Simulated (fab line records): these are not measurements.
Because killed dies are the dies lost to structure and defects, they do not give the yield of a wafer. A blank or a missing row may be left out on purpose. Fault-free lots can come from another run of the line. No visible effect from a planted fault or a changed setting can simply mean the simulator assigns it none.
fab line records	flow n5-finfet
record: lots: 6	wafers: 18	last-day: 16
route steps=1938 shown MOL_CONTACT_COAG@613 BEOL_M0_SAQP@632 PASSIVATION@1936
lots with no fault: from the same line, run without faults
start-h: hours from the record's opening day to when the first of the lot's shown wafers began	wait-h: how many hours have passed since the lot's step before this one	" unchanged from the row above	L1.1+2: a row that stands for several wafers	- no value, or no start given	* or withheld: withheld	< > ~ a bound
route shown NAME@n: NAME is a module with steps in the file, n the number in the route of the first one	usual: the fault-free wafers' mean and standard deviation	same: alike in all rows	chamber/n: place in a boat	sites: readings site by site	_std_site: standard deviation across them	_edge_site: outer sites' mean less inner sites'	radius-mm: for every site, how far away it sits from the centre of the wafer	mask NAME#n: copy n	behind: the tool/chamber that last shaped the wafer	hold: what put the lot on hold/how long, in hours/how the hold closed	device: transistor that didn't switch, given as n, p or np	end of line: the same wafers' tests at the end of the route	where a step has no rows: the recipe by itself	killed: at the first sort, the dies lost to defects and structure; wafer yield is something else	map: a wafer's dies, x killed, . not, _ none there
set.NAME: the setting that was run; set.NAME@STEP: the one run at that earlier step	model.NAME: the simulator's own value behind a step, which no gauge read
certain route steps with their lots: each step a table, each wafer a row
services: the hour from which a tool's chamber was out of use, counted from the record's first day as start-h (under 0 if before that day), plus the number of hours and why
== steps ==
step: N5_MOL_CONTACT_COAG_ETCHBACK_136
recipe: chemistry: CHF3	target: SiO2	target-depth-a: 250	time-s: 16.7	ion-energy-ev: 200	pressure-mtorr: 30	source-w: 610	bias-w: 170	Ar_flow_sccm: 200	CHF3_flow_sccm: 50
step: N5_MOL_CONTACT_COAG_STRIP_120
recipe: chemistry: CHF3	resist: SiARC	rf-frequency-hz: 6e+07
step: N5_MOL_CONTACT_COAG_VIA_ETCH_117
recipe: chemistry: C4F6/O2	target-depth-a: 400	overetch-a: 80	mask-material: SOC	target: SiO2	bias-w: 455	pressure-mtorr: 10	time-s: 26	source-w: 325	Ar_flow_sccm: 300	C4F6_flow_sccm: 10	O2_flow_sccm: 10	ion-energy-ev: 575.3	ends: end-point
usual: drypump-motor-current-A: 5.7/0.34	oes-product-au: 0.67/0.05	rf-vpp-V: 1581/28	showerhead-plenum-p-Torr: 2.84/0.099	throttle-valve-pct: 41.0/0.43
lot.wafer	tool	chamber	start-h	wait-h	drypump-motor-current-A	oes-product-au	rf-hours-counter-h	rf-vpp-V	showerhead-plenum-p-Torr	throttle-valve-pct
L951.1	rie-diel-06	1	103.28	0.0	5.4	0.67	175	1645	2.84	41.7
L951.4	"	2	"	"	6.3	0.64	227	1558	2.71	41.7
L951.6	"	2	"	"	6.2	0.64	-	1558	2.71	41.7
L952.1	rie-diel-06	1	104.74	0.0	5.4	0.68	176	1646	2.84	41.7
L952.5	"	3	"	"	5.2	0.67	-	1562	2.72	40.5
L952.6	"	0	"	"	5.8	0.68	-	1572	2.96	41.3
L954.4	rie-diel-02	2	120.52	0.0	5.4	0.65	202	1593	2.82	40.7
L954.5	"	1	"	"	5.9	0.66	-	1608	2.92	41.1
L954.6	"	2	"	"	5.4	0.65	-	1591	2.82	40.7
L959.1	rie-diel-02	0	146.55	0.0	5.6	0.64	206	1589	2.81	40.5
L959.4	"	2	"	"	5.4	0.64	-	1592	2.81	40.7
L959.6	"	0	"	"	5.7	0.64	-	1588	2.81	40.4
L960.3	rie-diel-02	1	151.01	0.0	5.9	0.65	201	1608	2.92	41.1
L960.4	"	0	"	"	5.6	0.64	208	1587	2.81	40.5
L960.5	"	1	"	"	5.8	0.66	-	1608	2.91	41.1
L971.3	rie-diel-06	2	215.69	0.0	6.2	0.85	7	1582	3.04	40.6
L971.5	"	3	"	"	5.2	0.64	-	1560	2.70	40.5
L971.6	"	0	"	"	5.8	0.65	-	1572	2.94	41.4
step: N5_MOL_CONTACT_COAG_ETCH_124
recipe: chemistry: CH3F/O2	target: SiNx	target-depth-a: 65	mask-material: SOC	stop-on: SiOC	over-etch-frac: 0.3	ion-energy-ev: 120	pressure-mtorr: 30	source-w: 395	bias-w: 73	Ar_flow_sccm: 150	CH3F_flow_sccm: 30	O2_flow_sccm: 20	ends: end-point
step: N5_MOL_CONTACT_COAG_ETCH_48
recipe: chemistry: C4F6/O2	target-depth-a: 150	overetch-a: 45	mask-material: SOC	target: SiOC	bias-w: 465	pressure-mtorr: 10	time-s: 17	source-w: 335	Ar_flow_sccm: 300	C4F6_flow_sccm: 10	O2_flow_sccm: 10	ion-energy-ev: 576
step: N5_MOL_CONTACT_COAG_STRIP_72
recipe: chemistry: N2/H2	power-w: 450	temp-c: 40	pressure-mtorr: 20	rf-frequency-hz: 6e+07	overash-fraction: 3	bias-power-w: 7	h2-frac: 0.5	n2-flow-sccm: 200	h2-flow-sccm: 200
step: N5_MOL_CONTACT_COAG_STRIP_49
recipe: chemistry: N2/H2	time-s: 30	power-w: 1000	temp-c: 250	pressure-mtorr: withheld	n2-flow-sccm: 1750	h2-flow-sccm: 3250
step: N5_MOL_CONTACT_COAG_PRECLEAN_138
recipe: chemistry: alkaline-clean	temp-c: 60	time-s: 60	do-ppb: 50
step: N5_MOL_CONTACT_COAG_SRD_139
recipe: dry: ipa-marangoni	time-s: 30	temp-c: 23	rinse-liquid: diw
step: N5_MOL_CONTACT_COAG_CD_MEAS_101
recipe: target-cd-nm: 16
usual: cd-nm: 16.0/0.36
lot.wafer	tool	chamber	start-h	wait-h	cd-nm
L951.1	cd-sem-02	-	103.62	0.0	15.8
L951.4	"	-	"	"	16.0
L951.6	"	-	"	"	15.7
L952.1	cd-sem-03	-	105.09	0.0	15.6
L952.5	"	-	"	"	16.0
L952.6	"	-	"	"	15.9
L954.4	cd-sem-02	-	120.88	0.0	16.3
L954.5	"	-	"	"	15.5
L954.6	"	-	"	"	16.1
L959.1	cd-sem-03	-	146.91	0.0	16.5
L959.4	"	-	"	"	16.1
L959.6	"	-	"	"	15.9
L960.3	cd-sem-01	-	151.74	0.0	16.1
L960.4	"	-	"	"	15.9
L960.5	"	-	"	"	15.8
L971.3	cd-sem-03	-	216.06	0.0	16.2
L971.5	"	-	"	"	16.2
L971.6	"	-	"	"	16.2
step: N5_MOL_CONTACT_COAG_PRE_CLEAN_121
recipe: gas: H2/He	time-s: *	temp-c: withheld
step: N5_MOL_CONTACT_COAG_CVD_140
recipe: material: W	target-thk-a: 665	mode: selective-fill	temp-c: 300	time-s: 215
usual: heater-power-w: 478/72
lot.wafer	tool	chamber	start-h	wait-h	heater-power-w
L951.1	cvd-w-01	0	103.76	0.1	364
L951.4	"	1	"	"	545
L951.6	"	1	"	"	555
L952.1	cvd-w-02	1	105.22	0.1	468
L952.5	"	0	"	"	500
L952.6	"	1	"	"	465
L954.4	cvd-w-02	1	121.09	0.1	462
L954.5	"	0	"	"	489
L954.6	"	1	"	"	471
L959.1	cvd-w-01	1	147.04	0.1	564
L959.4	"	0	"	"	378
L959.6	"	1	"	"	579
L960.3	cvd-w-02	1	151.95	0.1	470
L960.4	"	0	"	"	507
L960.5	"	0	"	"	506
L971.3	cvd-w-02	0	216.26	0.1	493
L971.5	"	0	"	"	511
L971.6	"	1	"	"	468
step: N5_MOL_CONTACT_COAG_PRECLEAN_127
recipe: chemistry: DIW	time-s: 57.5	temp-c: 23
lot.wafer	tool	chamber	start-h	wait-h
L951.1+4+6	wet-bench-01	5,1,6	104.03	0.2
L952.1+5+6	wet-bench-05	7,2,6	105.49	0.2
L954.4+5+6	wet-bench-05	1,7,5	121.28	0.1
L959.1+4+6	wet-bench-01	4,2,5	147.31	0.2
L960.3+4+5	wet-bench-01	3,4,0	152.14	0.1
L971.3+5+6	wet-bench-05	0,3,2	216.46	0.1
step: N5_MOL_CONTACT_COAG_SRD_128
recipe: dry-time-s: 32	dry: n2-spin	spin-rpm: 1500
step: N5_MOL_CONTACT_COAG_CMP_52
recipe: stop-on: SiO2	t-overpolish-s: 1.5	post-cmp-clean: w-dilute-nh4oh	down-force-psi: 4	platen-rpm: 50.289	pad-velocity-m-s: 1.0006	target-thk-nm: 66.5
step: N5_MOL_CONTACT_COAG_THK_MEAS_53
recipe: reads: SiO2_of_MOL_CONTACT_COAG_PECVD_31
usual: VIA_MOL_THK: 43.8/0.57
lot.wafer	tool	chamber	start-h	wait-h	VIA_MOL_THK[nm]
L951.1	film-metro-02	-	104.37	-	43.3
L951.4	"	-	"	"	43.8
L951.6	"	-	"	"	44.4
L952.1	film-metro-01	-	105.84	-	43.4
L952.5	"	-	"	"	43.9
L952.6	"	-	"	"	44.1
L954.4	film-metro-02	-	121.63	-	44.6
L954.5	"	-	"	"	44.7
L954.6	"	-	"	"	43.7
L959.1	film-metro-01	-	147.65	-	44.1
L959.4	"	-	"	"	45.3
L959.6	"	-	"	"	44.1
L960.3	film-metro-01	-	152.49	-	43.5
L960.4	"	-	"	"	44.4
L960.5	"	-	"	"	44.0
L971.3	film-metro-01	-	216.80	-	43.9
L971.5	"	-	"	"	44.1
L971.6	"	-	"	"	44.2
step: N5_MOL_CONTACT_COAG_ANNEAL_112
recipe: temp-c: 400	time-s: 1800	ambient: HPD2	pressure-atm: 10
usual: spike-tc-upper-C: 401.8/0.99	wafer_temp_C_max: 402.3/0.48
lot.wafer	tool	chamber	start-h	wait-h	spike-tc-upper-C	wafer_temp_C_max
L951.1	hp-anneal-01	0	105.88	1.5	400.0	402.3
L951.4	"	0	"	"	403.2	401.9
L951.6	"	0	"	"	402.6	402.8
L952.1	hp-anneal-01	0	105.88	0.0	402.8	402.4
L952.5	"	0	"	"	400.3	403.2
L952.6	"	0	"	"	403.1	402.0
L954.4	hp-anneal-01	0	121.65	0.0	400.9	401.8
L954.5	"	0	"	"	401.6	402.1
L954.6	"	0	"	"	401.9	401.5
L959.1	hp-anneal-01	0	149.89	2.2	402.8	402.6
L959.4	"	0	"	"	400.8	401.8
L959.6	"	0	"	"	401.3	401.4
L960.3	hp-anneal-01	0	152.89	0.4	402.2	402.6
L960.4	"	0	"	"	402.8	402.6
L960.5	"	0	"	"	401.9	403.4
L971.3	hp-anneal-01	0	216.92	0.1	402.5	402.2
L971.5	"	0	"	"	400.0	402.0
L971.6	"	0	"	"	403.1	402.2
step: N5_BEOL_M0_SAQP_PECVD_00
recipe: material: SiCN	target-thk-a: 80	temp-c: withheld	precursor: 3MS/NH3	pressure-torr: 3	rf-w: 202	time-s: 14
step: N5_BEOL_M0_SAQP_ILD_DEP_01
recipe: material: SiOC	target-thk-a: 454.19	temp-c: 350	precursor: DEMS/O2	pressure-torr: 5	rf-w: 500	time-s: 8.7
step: N5_BEOL_M0_SAQP_HM_DEP_02
recipe: material: TiN	target-thk-a: 120	temp-c: 25	chamber-pressure-pa: 0.49996
step: N5_BEOL_M0_SAQP_PECVD_03
recipe: material: SiCN	target-thk-a: 120	temp-c: withheld	precursor: 3MS/NH3	pressure-torr: 3	rf-w: 202	time-s: 21.1
step: N5_BEOL_M0_SAQP_PECVD_96
recipe: material: a-Si	target-thk-a: 450	temp-c: 350	precursor: SiH4/He	pressure-torr: 3	rf-w: 100	time-s: 45.2
usual: heater-power-w: 592/66	showerhead-plenum-p-Torr: 5.68/0.042	throttle-valve-pct: 18.4/0.87
lot.wafer	tool	chamber	start-h	wait-h	heater-power-w	showerhead-plenum-p-Torr	throttle-valve-pct
L952.1	pecvd-01	2	109.64	0.0	603	5.69	17.9
L952.5	"	0	"	"	612	5.63	19.3
L952.6	"	1	"	"	698	5.64	17.6
L951.1	pecvd-02	2	109.76	0.0	659	5.74	18.5
L951.4	"	0	"	"	602	5.76	17.5
L951.6	"	2	"	"	675	5.73	18.6
L954.4	pecvd-02	2	126.57	0.0	622	5.73	18.8
L954.5	"	1	"	"	596	5.64	19.0
L954.6	"	0	"	"	673	5.75	17.2
L959.1	pecvd-03	0	154.79	0.0	495	5.71	19.4
L959.4	"	1	"	"	537	5.66	18.9
L959.6	"	0	"	"	495	5.69	19.5
L960.3	pecvd-03	2	157.64	0.0	537	5.66	17.0
L960.4	"	1	"	"	510	5.68	18.6
L960.5	"	2	"	"	559	5.67	16.9
L971.3	pecvd-02	0	221.14	0.0	645	5.74	17.6
L971.5	"	0	"	"	642	5.73	17.1
L971.6	"	1	"	"	611	5.63	19.4
step: N5_BEOL_M0_SAQP_PECVD_97
recipe: material: SiNx	target-thk-a: 230	temp-c: 350	precursor: SiH4/NH3/N2	pressure-torr: 1.5	rf-w: 300	time-s: 19.9
step: N5_BEOL_M0_SAQP_PECVD_04
recipe: material: a-Si	target-thk-a: 600	temp-c: 350	precursor: SiH4/He	pressure-torr: 3	rf-w: 100	time-s: 60.2
step: N5_BEOL_M0_SAQP_THK_MEAS_05
usual: thk-nm: 59.8/0.83
lot.wafer	tool	chamber	start-h	wait-h	thk-nm
L952.1	film-metro-02	-	109.83	0.1	58.1
L952.5	"	-	"	"	60.5
L952.6	"	-	"	"	59.4
L951.1	film-metro-01	-	110.01	0.1	59.5
L951.4	"	-	"	"	59.1
L951.6	"	-	"	"	59.9
L954.4	film-metro-02	-	126.73	0.0	60.6
L954.5	"	-	"	"	60.4
L954.6	"	-	"	"	58.9
L959.1	film-metro-02	-	154.97	0.1	59.5
L959.4	"	-	"	"	61.3
L959.6	"	-	"	"	60.3
L960.3	film-metro-02	-	157.83	0.1	59.7
L960.4	"	-	"	"	60.7
L960.5	"	-	"	"	59.6
L971.3	film-metro-02	-	221.38	0.1	58.5
L971.5	"	-	"	"	58.8
L971.6	"	-	"	"	59.2
step: N5_BEOL_M0_SAQP_HM_DEP_111
recipe: material: SiO2	target-thk-a: 120	temp-c: 400	precursor: SiH4/N2O	pressure-torr: 0.75	rf-w: 275	time-s: 7.2
usual: heater-power-w: 750/96	showerhead-plenum-p-Torr: 8.18/0.11
lot.wafer	tool	chamber	start-h	wait-h	heater-power-w	showerhead-plenum-p-Torr
L952.1	pecvd-01	0	109.86	0.0	847	8.06
L952.5	"	2	"	"	801	8.19
L952.6	"	1	"	"	888	8.09
L951.1	pecvd-02	2	110.05	0.0	845	8.34
L951.4	"	0	"	"	767	8.35
L951.6	"	2	"	"	873	8.35
L954.4	pecvd-01	1	126.79	0.1	886	8.13
L954.5	"	2	"	"	812	8.17
L954.6	"	0	"	"	774	8.03
L959.1	pecvd-02	1	155.00	0.0	792	8.05
L959.4	"	0	"	"	824	8.37
L959.6	"	2	"	"	852	8.34
L960.3	pecvd-01	2	157.86	0.0	810	8.22
L960.4	"	2	"	"	802	8.16
L960.5	"	1	"	"	859	8.11
L971.3	pecvd-01	1	221.41	0.0	895	8.10
L971.5	"	0	"	"	842	8.05
L971.6	"	1	"	"	900	8.09
step: N5_BEOL_M0_SAQP_COAT_81
recipe: resist: SOC	temp-c: 250	time-s: 60	spin-rpm: 1500	resist-thk-nm: 100
step: N5_BEOL_M0_SAQP_COAT_82
recipe: resist: SiARC	temp-c: 220	time-s: 60	spin-rpm: 1500	resist-thk-nm: 30
step: N5_BEOL_M0_SAQP_COAT_08
recipe: resist: CAR-ArF	spin-rpm: 1500	resist-thk-nm: 90
step: N5_BEOL_M0_SAQP_EBR_10
recipe: solvent: PGMEA	ebr-width-mm: 1.5
step: N5_BEOL_M0_SAQP_SOFTBAKE_09
recipe: temp-c: 110	time-s: 60	resist: CAR-ArF
step: N5_BEOL_M0_SAQP_EXPOSE_11
recipe: mask-id: M0_CORE	na: 1.35	source-shape: dipole	sigma-inner: 0.538	sigma-outer: 0.738	polarization: te	target-cd-nm: 42	dose-mj: 55
step: N5_BEOL_M0_SAQP_PEB_12
recipe: peb-temp-c: withheld	peb-time-s: 60	resist: CAR-ArF
step: N5_BEOL_M0_SAQP_DEVELOP_13
recipe: develop-time-s: 30	developer: TMAH	resist: CAR-ArF	dev-temp-c: 23	rinse-liquid: diw	dry: air-spin
step: N5_BEOL_M0_SAQP_CD_MEAS_14
recipe: target-cd-nm: 42.5	landing-energy-ev: 500	detector: se-inlens
usual: cd-nm: 42.5/0.36
lot.wafer	tool	chamber	start-h	wait-h	cd-nm
L952.1	cd-sem-02	0	110.31	-	42.3
L952.5	"	0	"	"	42.1
L952.6	"	0	"	"	42.8
L951.1	cd-sem-01	0	110.52	-	42.2
L951.4	"	0	"	"	42.6
L951.6	"	0	"	"	42.1
L954.4	cd-sem-02	0	127.09	-	43.0
L954.5	"	0	"	"	42.9
L954.6	"	0	"	"	43.0
L959.1	cd-sem-03	0	155.32	-	43.0
L959.4	"	0	"	"	42.5
L959.6	"	0	"	"	42.7
L960.3	cd-sem-02	0	158.31	-	42.6
L960.4	"	0	"	"	42.6
L960.5	"	0	"	"	42.7
L971.3	cd-sem-03	0	221.86	-	42.6
L971.5	"	0	"	"	43.1
L971.6	"	0	"	"	42.1
step: N5_BEOL_M0_SAQP_OVL_MEAS_15
recipe: points-per-wafer: 44
usual: M0_CORE_OVL: 0.2/0.71
same: points-per-wafer: 44
lot.wafer	tool	chamber	start-h	wait-h	M0_CORE_OVL[nm]
L952.1	overlay-01	0	110.34	0.0	-0.2
L952.5	"	0	"	"	-0.3
L952.6	"	0	"	"	0.6
L951.1	overlay-02	0	110.55	0.0	0.1
L951.4	"	0	"	"	-0.6
L951.6	"	0	"	"	0.6
L954.4	overlay-02	0	127.12	0.0	0.3
L954.5	"	0	"	"	-0.8
L954.6	"	0	"	"	0.1
L959.1	overlay-01	0	155.35	0.0	-0.5
L959.4	"	0	"	"	-0.3
L959.6	"	0	"	"	0.1
L960.3	overlay-01	0	158.34	0.0	0.5
L960.4	"	0	"	"	-0.5
L960.5	"	0	"	"	1.0
L971.3	overlay-01	0	221.89	0.0	0.2
L971.5	"	0	"	"	0.5
L971.6	"	0	"	"	1.1
step: N5_BEOL_M0_SAQP_DESCUM_19
recipe: chemistry: O2	time-s: 7.9	source-power-w: 50	bias-power-w: 20	pressure-mtorr: 20	rf-frequency-hz: 2.712e+07	temp-c: 40	resist: CAR-ArF	o2-flow-sccm: 225
step: N5_BEOL_M0_SAQP_ETCH_83
recipe: chemistry: CF4	target: SiARC	target-depth-a: 390	mask-material: CAR-ArF	time-s: 65	ion-energy-ev: 80	pressure-mtorr: 40	source-w: 545	bias-w: 36	Ar_flow_sccm: 100	cf4-flow-sccm: 100	ends: cleared
step: N5_BEOL_M0_SAQP_ETCH_84
recipe: chemistry: N2/H2	target: SOC	target-depth-a: 1000	overetch-a: 200	mask-material: SiARC	temp-c: 40	time-s: 150	ion-energy-ev: 200	pressure-mtorr: 30	source-w: 840	bias-w: 150	n2-flow-sccm: 200	h2-flow-sccm: 200
step: N5_PASSIVATION_PROBE_49
usual: killed_at_M0_to_M3: 34/12	killed_at_M4_up: 12/4.9	killed-at-contacts: 13/7.2	killed-at-front-end: 39/12	killed-at-other: 3.7/2.9	killed-dies: 101/18	killed-on-rim: 13/4	killed-open: 67/14	killed-short: 33/7.2
same: gross-dies: 1180	killed-at-back-side: 0
lot.wafer	tool	chamber	start-h	wait-h	killed_at_M0_to_M3	killed_at_M4_up	killed-at-contacts	killed-at-front-end	killed-at-other	killed-dies	killed-on-rim	killed-open	killed-short
L954.4	prober-02	-	298.95	0.2	53	15	17	33	0	118	16	84	33
L954.5	prober-02	-	299.00	0.2	41	15	11	36	2	105	10	64	41
L954.6	prober-02	-	299.05	0.3	30	12	20	25	0	87	6	56	30
L960.3	prober-01	-	326.68	0.1	46	9	13	40	1	109	11	89	20
L960.4	prober-01	-	326.73	0.2	61	16	145	31	8	261	23	89	31
L960.5	prober-01	-	326.78	0.2	71	6	10	38	5	130	17	92	38
L959.1	prober-02	-	329.08	0.0	28	8	155	31	2	224	24	56	19
L959.4	prober-02	-	329.23	0.2	24	8	13	51	3	99	11	69	28
L959.6	prober-02	-	329.33	0.3	56	10	15	41	3	125	12	86	38
L971.3	prober-01	-	393.26	0.1	25	12	11	25	1	74	8	44	26
L971.5	prober-01	-	393.36	0.2	31	15	6	51	5	108	12	72	36
L971.6	prober-01	-	393.41	0.3	29	8	7	29	5	78	5	49	27
killed by level:class
L954.4 BEOL_M0_SAQP:geometric-particle:open=16 BEOL_M0_SAQP:geometric-particle:short=14 MOL_CONTACT_COAG:geometric-particle:open=13 BEOL_M3:geometric-particle:open=9 STI_FIN_REVEAL:geometric-particle:open=7 BEOL_M2:geometric-particle:open=7 BEOL_M4:geometric-particle:open=7 STI_FIN_REVEAL:geometric-particle:short=4
L954.5 BEOL_M0_SAQP:geometric-particle:open=10 BEOL_M0_SAQP:geometric-particle:short=9 BEOL_M2:geometric-particle:open=9 MOL_CONTACT_COAG:geometric-particle:short=7 STI_FIN_REVEAL:geometric-particle:open=6 DUMMY_GATE:geometric-particle:open=6 STARTING-WAFER:geometric-particle:short=6 BEOL_M3:geometric-particle:open=5
L954.6 MOL_CONTACT_COAG:geometric-particle:open=13 BEOL_M4:geometric-particle:open=7 MOL_CONTACT_COAG:geometric-particle:short=6 BEOL_M0_SAQP:geometric-particle:open=6 BEOL_M0_SAQP:geometric-particle:short=6 DUMMY_GATE:geometric-particle:open=5 GATE_CUT:geometric-particle:short=4 BEOL_M1:geometric-particle:open=4
L960.3 BEOL_M3:geometric-particle:open=17 FIN_SAQP:geometric-particle:open=13 MOL_CONTACT_COAG:geometric-particle:open=12 STI_FIN_REVEAL:geometric-particle:open=11 BEOL_M0:geometric-particle:open=10 BEOL_M0_SAQP:geometric-particle:open=7 FIN_SAQP:geometric-particle:short=6 STARTING-WAFER:geometric-particle:open=3
L960.4 MOL_CONTACT_COAG:unspecified=139 BEOL_M0_SAQP:geometric-particle:open=13 BEOL_M1:geometric-particle:open=10 STI_FIN_REVEAL:geometric-particle:open=9 BEOL_M0:geometric-particle:open=9 BEOL_M3:geometric-particle:open=8 BEOL_M0_SAQP:geometric-particle:short=8 BEOL_M4:geometric-particle:open=6
L960.5 BEOL_M3:geometric-particle:open=25 FIN_SAQP:geometric-particle:short=12 BEOL_M1:geometric-particle:open=11 FIN_SAQP:geometric-particle:open=10 BEOL_M0_SAQP:geometric-particle:open=9 STI_FIN_REVEAL:geometric-particle:open=8 MOL_CONTACT_COAG:geometric-particle:open=8 BEOL_M0_SAQP:geometric-particle:short=7
L959.1 MOL_CONTACT_COAG:unspecified=148 BEOL_M2:geometric-particle:open=9 FIN_SAQP:geometric-particle:open=8 MOL_CONTACT_COAG:geometric-particle:open=7 BEOL_M0_SAQP:geometric-particle:open=5 STI_FIN_REVEAL:geometric-particle:open=4 BEOL_M4:geometric-particle:open=4 DUMMY_GATE:geometric-particle:open=3
L959.4 MOL_CONTACT_COAG:geometric-particle:open=12 FIN_SAQP:geometric-particle:open=11 BEOL_M2:geometric-particle:open=10 FIN_SAQP:geometric-particle:short=9 DUMMY_GATE:geometric-particle:open=7 STI_FIN_REVEAL:geometric-particle:open=6 STARTING-WAFER:geometric-particle:short=5 BEOL_M3:geometric-particle:open=4
L959.6 BEOL_M2:geometric-particle:open=21 MOL_CONTACT_COAG:geometric-particle:open=13 BEOL_M2:geometric-particle:short=9 GATE_CUT:geometric-particle:open=7 BEOL_M0_SAQP:geometric-particle:short=7 FIN_SAQP:geometric-particle:open=6 FIN_SAQP:geometric-particle:short=5 DUMMY_GATE:geometric-particle:open=5
L971.3 MOL_CONTACT_COAG:geometric-particle:open=9 BEOL_M1:geometric-particle:open=6 BEOL_M0_SAQP:geometric-particle:open=5 BEOL_M4:geometric-particle:open=5 STI_FIN_REVEAL:geometric-particle:open=4 ILD0:geometric-particle:short=4 GATE_CUT:geometric-particle:short=4 BEOL_M0_SAQP:geometric-particle:short=4
L971.5 BEOL_M3:geometric-particle:open=11 BEOL_M4:geometric-particle:open=10 FIN_SAQP:geometric-particle:short=9 STI_FIN_REVEAL:geometric-particle:open=8 FIN_SAQP:geometric-particle:open=6 STARTING-WAFER:geometric-particle:open=5 ILD0:geometric-particle:short=4 MOL_CONTACT_COAG:geometric-particle:open=4
L971.6 BEOL_M1:geometric-particle:open=9 MOL_CONTACT_COAG:geometric-particle:open=7 BEOL_M2:geometric-particle:open=6 FIN_SAQP:geometric-particle:open=5 STI_FIN_REVEAL:geometric-particle:open=5 BEOL_M1:geometric-particle:short=5 FIN_SAQP:geometric-particle:short=3 ILD0:geometric-particle:short=3
map L959.1 (x killed, . not)
_________________............________________
______________............x...x._____________
___________........x............x..__________
__________.............x......xx...._________
________.............................x_______
_______...................x............______
______........x.......x...........x....._____
_____.......x..........x............x....____
____........x...x....xx...................___
___x...x..........................x.....x..__
___................................x...x...__
__.................................x........_
__..........xx.........x...................._
_............x..x.........x..............x...
_.......xx.............x.........x..x....x...
_..x...x...x.................................
_...........x......xx............x.......x...
_....x............................xx........x
_...............x.......x............x.......
_..xx............x..............x............
_.........x...x..........................x...
__...........x.x.x.......................xx._
__.........x..x..xxxxxx....................._
___..x......xxxxxxxxx.x....................__
___..x....xxxxxxxxxx.xx.x......x...........__
____.x...xxxxxxxxxxxxxx.x.......x..x......___
_____...x..xxxxxxxxxxxxx.x...............____
______.x.xxxxxxxxxxxxxxxxx........x....x_____
_______.xxxxxxxxxxxxxxxx...............______
________.xxxxxxxxxxxxxxxx...........x._______
__________xxxxxxxxxxxxxx..x........._________
___________xxxxxxxxxxx.x...........__________
______________xxxxxxxxx........._____________
_________________x...x.......________________
map L960.4 (x killed, . not)
_________________.......x....________________
______________..x.............x._____________
___________..........x.......x.....__________
__________..x.x...x...........x....._________
________........x............x........_______
_______.....xxx....x...........x.......______
______....x......x...........x.........._____
_____....x.x....x.....x......x...........____
____......................x........x......___
___.............x...x..x..x................__
___..........x......x......x.x.x....x...x..__
__....x........x.....xx........x.x.........._
__....x.................x..........x........_
_.......x..............x..x.......x..x..x..x.
_...........x...........x.x..............x.x.
_.......xx..........x......x.....x...........
_.......x...x................x.........x....x
_.....x....x..x....x.x..x.xx.......x......x..
_.....x............x.....x..x.............x.x
_...x.................x...x.........x........
_......x....x.x.......x......x...............
__..........x.x.xx.xx....x.x.....x.........._
__.x......x...xxxxxxx.........x......x......_
___.........xxxxxxxxx..x......x.x.....x....__
___....x....xxxxxxxxxx.......x.............__
____....xxxxxxxxxxxxxxxxx.........x.......___
_____....xxxxxxxxxxxxxx......x........x..____
______..x.xxxxxxxxxxxxxxx..x.x.........._____
_______.xxxxxxxxxxxxxxxxx.x............______
________..xxxxxxxxxxxx...xx..........._______
__________xxxxxxxxxxxxx............._________
___________x.xxxxxxxx.x.x..x.x.....__________
______________xxxxxxxx.........._____________
_________________xxxx.x......________________
== services ==
tool	chamber	start-h	hours	kind
pecvd-03	0	90.42	5.0	scheduled-down
pecvd-02	-	101.13	0.5	repair
pecvd-02	-	103.94	2.8	pm
cvd-w-01	-	109.85	6.0	pm
wet-bench-01	-	115.15	2.5	repair
rie-diel-06	3	119.33	22.6	repair
hp-anneal-01	-	142.64	4.2	repair
rie-diel-02	1	146.47	3.9	repair
cvd-w-01	-	162.72	14.6	pm
pecvd-03	2	164.67	13.1	repair
rie-diel-06	2	165.55	-	clean
rie-diel-06	2	165.55	-	consumable-replace:focus-ring
rie-diel-06	2	165.55	-	consumable-replace:showerhead
rie-diel-06	2	165.55	25.6	scheduled-down
rie-diel-06	2	165.55	25.6	vent-cycle
pecvd-02	2	166.59	-	calibration
rie-diel-02	3	185.18	6.4	repair
pecvd-02	2	202.38	-	clean
pecvd-02	2	202.38	-	consumable-replace:showerhead
pecvd-02	2	202.38	29.0	scheduled-down
pecvd-02	2	202.38	29.0	vent-cycle
pecvd-03	2	210.24	18.6	repair
pecvd-01	0	214.63	5.5	scheduled-down
== key ==
first-sign: step: N5_PASSIVATION_PROBE_49	reading: killed-at-contacts	direction: up	sigmas: 19	usual: 13	struck: 150
effect: step: N5_PASSIVATION_PROBE_49	reading: killed-dies	direction: up	sigmas: 8.1	usual: 101	struck: 242
more-kills-born-at: N5_MOL_CONTACT_COAG_PRECLEAN_127@wet-bench-01: 287
met-at N5_MOL_CONTACT_COAG_PRECLEAN_127
struck-wafers L959.1,L960.4
tester-left-out L959,L960
fault: kind: chamber-particle-source	tool: wet-bench-01	chamber: 4	onset-h: 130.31	steps: N5_MOL_CONTACT_COAG_PRECLEAN_127	rate-per-visit-cm2: 2.1349	end-h: 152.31
tester-left-out: of these lots the tester's yield and bins aren't shown, on N5 and GAA mostly nor the transistor test; their killed dies are dies lost to structure and defects alone, not to doping, threshold or leakage, so they don't give the yield
